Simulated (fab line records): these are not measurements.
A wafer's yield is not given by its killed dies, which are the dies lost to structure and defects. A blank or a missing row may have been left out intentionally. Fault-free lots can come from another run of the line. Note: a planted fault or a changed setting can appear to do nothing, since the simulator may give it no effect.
A single fault, viewed from 2 desks	flow nand-harc	every desk sees just its own numbers, and what lay behind them comes last

== AT THE METROLOGY DESK ==
Lot by lot, what the gauges showed, no matter which tool ran the lot: averages of those sampled wafers that carry a number. Marked OUT: a lot whose mean sits more than 4 standard deviations from the usual mean, which makes it out of limits; the brackets give that distance.
Columns: A = cd-nm at NHARC_P_ZERO_WELL_CD_MEAS_24, usual 719.5 nm
lot	first seen here	A
L755	day 2 08:27	718.0
L757	day 3 04:55	721.2
L758	day 3 14:29	721.8
L759	day 4 00:24	719.9
L761	day 4 20:35	723.0
L763	day 5 16:28	719.0
L764	day 6 02:28	722.9
L766	day 6 22:36	719.1
L770	day 8 14:35	717.7
L775	day 10 16:31	722.8
L776	day 11 02:28	715.8
L777	day 11 12:35	718.3
Result from this desk: across the 12 lots, nothing is out of limits.

== DESK OF THE TOOL OWNER: cmp-03 ==
The tool's own readings at NHARC_P_STI_CMP_21 (polishes, t overpolish 20 s, target thk 380.67 nm): means of the sampled wafers that have a number, for each lot that ran on this tool. Marked OUT: a lot whose mean sits more than 4 standard deviations from the usual mean, which makes it out of limits; the brackets give that distance.
Columns: A = motor-current-A at NHARC_P_STI_CMP_21, usual 12.4 A; B = overpolish-run-s at NHARC_P_STI_CMP_21, usual 20.000 s
lot	first seen here	A	B
L758	day 5 08:49	12.1	19.990
L766	day 8 15:32	12.2	19.995
L770	day 10 05:15	11.4	38.245 (+99 or more) OUT
Finding of this desk: L770 out of limits; the first was L770 at day 10 05:15, on overpolish-run-s at NHARC_P_STI_CMP_21. In limits: L758, L766.

== PUT TOGETHER ==
The tool owner's desk had the chance to raise an alarm at day 10 05:15 on L770.
Nothing out of limits was seen by the metrology desk.
The metrology desk has L770 on record, within its limits.
Every lot named ran NHARC_P_STI_CMP_21 on cmp-03.

== WHAT HAD BEEN PUT IN BY THE SIMULATOR ==
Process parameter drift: cmp-03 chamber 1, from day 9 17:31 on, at NHARC_P_STI_CMP_21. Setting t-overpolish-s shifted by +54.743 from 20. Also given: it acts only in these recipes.
Shown lots that were struck: L770.
Time in hours from fault onset to the first out-of-limits reading at each desk: the tool owner's desk, 12.
